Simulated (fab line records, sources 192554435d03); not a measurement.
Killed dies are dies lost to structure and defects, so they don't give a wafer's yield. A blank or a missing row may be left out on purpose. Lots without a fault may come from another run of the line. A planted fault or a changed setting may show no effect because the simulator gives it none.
Which tool did it? | flow n5_finfet | 11 lots, 33 wafers sampled, at 5 steps of a route of 1938

WHAT THE GAUGES READ, wafer by wafer
N5_BEOL_M13_CD_MEAS_17: target cd 190 nm. Usual: cd_nm 189.7 nm, standard deviation 1.4.
lot  | measured     | on        | cd_nm (nm)        | flag
L717 | day 11 01:19 | cd_sem-01 | 189.8 190.8 191.1 |
L719 | day 11 13:59 | cd_sem-01 | 187.3 188.1 187.7 |
L718 | day 11 16:20 | cd_sem-03 | 188.3 187.7 187.4 |
L722 | day 12 15:56 | cd_sem-02 | 190.6 189.6 190.7 |
L725 | day 13 00:17 | cd_sem-02 | 190.4 190.6 189.5 |
L728 | day 14 00:08 | cd_sem-03 | 190.3 188.9 189.7 |
L731 | day 14 06:15 | cd_sem-01 | 189.2 189.0 189.1 |
L733 | day 15 07:01 | cd_sem-02 | 190.5 189.0 191.1 |
L734 | day 15 10:52 | cd_sem-03 | 189.4 188.3 188.3 |
L737 | day 16 12:04 | cd_sem-01 | 190.9 190.6 190.6 |
L738 | day 17 01:18 | cd_sem-01 | 188.9 191.2 192.2 |

N5_BEOL_M13_INSPECT_55: inspects for defects (darkfield). Usual: raw_defect_count 76, standard deviation 26.
lot  | measured     | on                | raw_defect_count | flag
L717 | day 11 06:52 | defect_inspect-01 | 79 107 62        |
L719 | day 11 17:38 | defect_inspect-01 | 55 87 65         |
L718 | day 12 01:06 | defect_inspect-01 | 55 44 76         |
L722 | day 12 21:04 | defect_inspect-01 | 479 505 467      | OFF
L725 | day 13 06:38 | defect_inspect-02 | 109 63 91        |
L728 | day 14 02:57 | defect_inspect-01 | 515 508 489      | OFF
L731 | day 14 11:04 | defect_inspect-02 | 83 63 74         |
L733 | day 15 10:13 | defect_inspect-01 | 57 55 51         |
L734 | day 15 15:47 | defect_inspect-01 | 66 49 40         |
L737 | day 16 19:52 | defect_inspect-01 | 61 43 57         |
L738 | day 17 04:48 | defect_inspect-02 | 93 114 114       |

N5_BEOL_M14_OVL_MEAS_11. Usual: V13_OVL 2 nm, standard deviation 5.6.
lot  | measured     | on         | V13_OVL (nm) | flag
L717 | day 11 07:26 | overlay-02 | 1 11 -1      |
L719 | day 11 18:12 | overlay-01 | -2 -2 -2     |
L718 | day 12 01:47 | overlay-01 | -12 -10 -4   |
L722 | day 12 21:38 | overlay-01 | 0 13 6       |
L725 | day 13 07:13 | overlay-01 | 0 -1 1       |
L728 | day 14 03:31 | overlay-02 | -6 -11 -8    |
L731 | day 14 11:46 | overlay-01 | 7 -7 4       |
L733 | day 15 10:47 | overlay-01 | -1 -1 0      |
L734 | day 15 16:21 | overlay-01 | 4 -3 -1      |
L737 | day 16 20:26 | overlay-02 | 4 -1 2       |
L738 | day 17 05:22 | overlay-01 | 1 0 2        |

WHICH TOOL RAN EACH LOT (tool, then ch and the chambers of the sampled wafers, then the start)
lot  | N5_BEOL_M13_SPUTTER_44       | N5_BEOL_M13_PRE_CLEAN_52
L717 | pvd_sputter-01, day 11 05:25 | pecvd-03 ch 0,1, day 11 06:45
L719 | pvd_sputter-01, day 11 16:31 | pecvd-04 ch 0,1,2, day 11 17:31
L718 | pvd_sputter-03, day 12 00:00 | pecvd-03 ch 0,1, day 12 00:59
L722 | pvd_sputter-03, day 12 19:58 | pecvd-03 ch 1,2, day 12 20:57
L725 | pvd_sputter-02, day 13 05:31 | pecvd-01 ch 0,1,2, day 13 06:32
L728 | pvd_sputter-01, day 14 01:50 | pecvd-03 ch 0,1, day 14 02:50
L731 | pvd_sputter-03, day 14 09:58 | pecvd-04 ch 0,1,2, day 14 10:57
L733 | pvd_sputter-02, day 15 09:06 | pecvd-01 ch 1,2, day 15 10:07
L734 | pvd_sputter-03, day 15 14:03 | pecvd-04 ch 0,2, day 15 15:40
L737 | pvd_sputter-03, day 16 18:46 | pecvd-04 ch 0,1,2, day 16 19:46
L738 | pvd_sputter-02, day 17 03:36 | pecvd-01 ch 0,2, day 17 04:39
- N5_BEOL_M13_SPUTTER_44: material Ta, target thk 10 nm, time 16.13 s.
- N5_BEOL_M13_PRE_CLEAN_52: time 15 s.

WHAT THE TOOLS THEMSELVES READ (means of the sampled wafers that have a number; where no wafer has one, the mark that the record gives instead)
N5_BEOL_M13_SPUTTER_44. Usual: bias_v 80.0 V, standard deviation 0.79; chamber_pressure_pa 0.07 Pa, standard deviation 0.00015; substrate_temp_c 49.99 C, standard deviation 0.11; throttle_valve_pct 29.6 %, standard deviation 1.1.
lot  | tool           | bias_v (V) | chamber_pressure_pa (Pa) | substrate_temp_c (C) | throttle_valve_pct (%) | flag
L717 | pvd_sputter-01 | 80.0       | 0.07                     | 50.01                | 29.9                   |
L719 | pvd_sputter-01 | 79.4       | 0.07                     | 49.96                | 29.9                   |
L718 | pvd_sputter-03 | 80.0       | 0.07                     | 50.01                | 29.0                   |
L722 | pvd_sputter-03 | 80.4       | 0.07                     | 50.05                | 30.2                   |
L725 | pvd_sputter-02 | 79.7       | 0.07                     | 50.00                | 30.3                   |
L728 | pvd_sputter-01 | 80.0       | 0.07                     | 49.94                | 29.8                   |
L731 | pvd_sputter-03 | 80.8       | 0.07                     | 49.99                | 30.2                   |
L733 | pvd_sputter-02 | 79.8       | 0.07                     | 49.95                | 29.8                   |
L734 | pvd_sputter-03 | 80.9       | 0.07                     | 50.03                | 30.1                   |
L737 | pvd_sputter-03 | 79.7       | 0.07                     | 50.05                | 29.5                   |
L738 | pvd_sputter-02 | 80.6       | 0.07                     | 49.87                | 29.3                   |

THE ANSWER, worked out from the rows above alone
Rule: a lot is off if the mean of its wafers that have a number lies more than 3 standard deviations from the usual mean. A lot without any number at a reading at which 4 lots or more have one is off too. The other lots that the step has rows for count as sound. The gauges are gone through in route order, then the tools' own readings, and for those a lot's mean is taken as printed above. The first step at which some lot is off is used, and at that step the reading that is off furthest; a lot without a number counts as furthest.
Off: L722, L728, at N5_BEOL_M13_INSPECT_55 (raw_defect_count).
A tool fits if, at a process step before that reading, it ran every lot that is off, and no sound lot after the first of them. The gauges at N5_BEOL_M13_INSPECT_55 are tried like those tools. One fits: pecvd-03 at N5_BEOL_M13_PRE_CLEAN_52. Its last sound lot is L718 (day 12 00:59), its first lot that is off L722 (day 12 20:57): a fault that began between those two fits.

WHAT THE SIMULATOR HAD PUT IN
Chamber particle source: pecvd-03, from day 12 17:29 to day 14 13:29, at N5_BEOL_M13_PRE_CLEAN_52. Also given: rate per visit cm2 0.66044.
Lots struck among those shown: L722, L728. The rule above found the same.
